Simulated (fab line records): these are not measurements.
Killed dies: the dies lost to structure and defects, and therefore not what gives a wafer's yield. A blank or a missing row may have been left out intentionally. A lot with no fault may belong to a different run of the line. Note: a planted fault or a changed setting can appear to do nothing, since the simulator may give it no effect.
Problem report, 8D (eight disciplines) form, completed by code ; flow n5-finfet ; the parts of the form that need people (team, actions taken, sign-off) are left out

1. PROBLEM STATEMENT
Mean M13_THK at N5_BEOL_M13_THK_MEAS_50: 822 nm over 4 wafers in 3 lots; fault-free wafers: 422 nm, standard deviation 8.2. That puts it +49 standard deviations away from the usual mean.
The step: measures by xrf.
First observed at day 14 08:14: wafer L577.1, on film-metro-01. The record holds 24 wafers of 9 lots with a number at this step. Rule for "out", or "out of limits": more than 4 standard deviations from the usual mean. The other wafers with a number count as sound.

2. WHAT IT IS, WHAT IT ISN'T
question;is;is not
which readings at this step;M13_THK;-
which lots;L577, L579, L581;L566, L569, L573, L585, L586, L587
which wafers of those lots;L577.1, L577.6, L579.6, L581.6;L577.3, L579.5, L581.2
read on which gauges;film-metro-01;film-metro-02
when;from day 14 08:14;"up to then (10 sound wafers); but 10 sound wafers of L579, L581, L585, L586, L587 came after"

3. SUSPECTS, AND WHAT RULES EACH OUT
Counting: if a tool at a process step up to the reading ran every lot that is out, it stays a suspect. Sound lots after the first of them don't rule it out here, since some wafers of a struck lot are sound.
- the gauge at N5_BEOL_M13_THK_MEAS_50 has been ruled out. All the wafers that are out were read on film-metro-01, but those of them that N5_BEOL_M13_CMP_49 has rows for are out there too, on other tools.
- rie-diel-01 at N5_BEOL_M13_ETCH_38 (etches SiCN in CF4/N2, target depth 67.5 nm, time 71.9 s): kept. It ran every lot that is out, first L577 (day 14 06:35); its last sound lot up to then is L573 (day 13 15:41).
- cmp-03 at N5_BEOL_M13_CMP_49 (polishes, stops on SiOC, t overpolish 17.1 s, target thk 420 nm): kept. It ran every lot that is out, first L577 (day 14 07:59); its last sound lot up to then is L573 (day 13 17:47). On those wafers its own readings are out: barrier-field-endpoint-s, overpolish-run-s.
Left after counting: rie-diel-01 at N5_BEOL_M13_ETCH_38, cmp-03 at N5_BEOL_M13_CMP_49.

4. THE CAUSE (what the simulator had put in)
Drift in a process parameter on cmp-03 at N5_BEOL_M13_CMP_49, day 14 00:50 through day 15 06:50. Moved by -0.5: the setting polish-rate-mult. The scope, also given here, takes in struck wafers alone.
Counting left 2 suspects, and this tool is among them.

5. THE CHAIN OF EFFECTS, in route order
One row per reading whose mean, taken over the struck wafers that have a number, lies over 3 standard deviations from the usual. Only readings whose record carries a usual standard deviation are examined. hours: median over the lots of the time between each lot's start at the first step of this table that gives one and its start at this step. sigmas: the change, counted in usual standard deviations.
hours;step;reading;usual;on struck wafers;change;sigmas
0;N5_BEOL_M13_CMP_49;barrier-field-endpoint-s;30.0 s;60.1;+30.1;+27
0;N5_BEOL_M13_CMP_49;overpolish-run-s;17.100 s;1.502;-15.598;-99 or more
0;N5_BEOL_M13_THK_MEAS_50;M13_THK;422 nm;822;+400;+49
0;N5_BEOL_M13_INSPECT_55;raw-defect-count;70;3122;+3052;+99 or more
25;N5_PASSIVATION_PROBE_49;defect-limited-yield;91.4 %;0.0;-91.4;-61
25;N5_PASSIVATION_PROBE_49;killed_at_M4_up;14;1102;+1088;+99 or more
25;N5_PASSIVATION_PROBE_49;killed-dies;102;1180;+1078;+60
25;N5_PASSIVATION_PROBE_49;killed-on-rim;13;152;+139;+40
25;N5_PASSIVATION_PROBE_49;sort-n-pass;1078;0;-1078;-57
25;N5_PASSIVATION_PROBE_49;sort-yield-pct;91.3 %;0.0;-91.3;-57
Process steps it contains:
- N5_BEOL_M13_CMP_49: polishes, stops on SiOC, t overpolish 17.1 s, target thk 420 nm.
- N5_PASSIVATION_PROBE_49

6. WHAT WOULD HAVE CAUGHT IT SOONER
Counted from the fault's start at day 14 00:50, it took 7 hours until the first out-of-limits reading at a measuring or inspecting step in this record, taken at day 14 08:14.
At N5_BEOL_M13_CMP_49, the tool's own readings (barrier-field-endpoint-s, overpolish-run-s) were out on each struck wafer the step has a row for, so an alarm limit on them would have fired on the first such wafer.
L579, L581, from the lots that are out (3), started N5_BEOL_M13_CMP_49 on cmp-03 later than day 14 08:14. A hold on the tool at that time would have spared those 2.
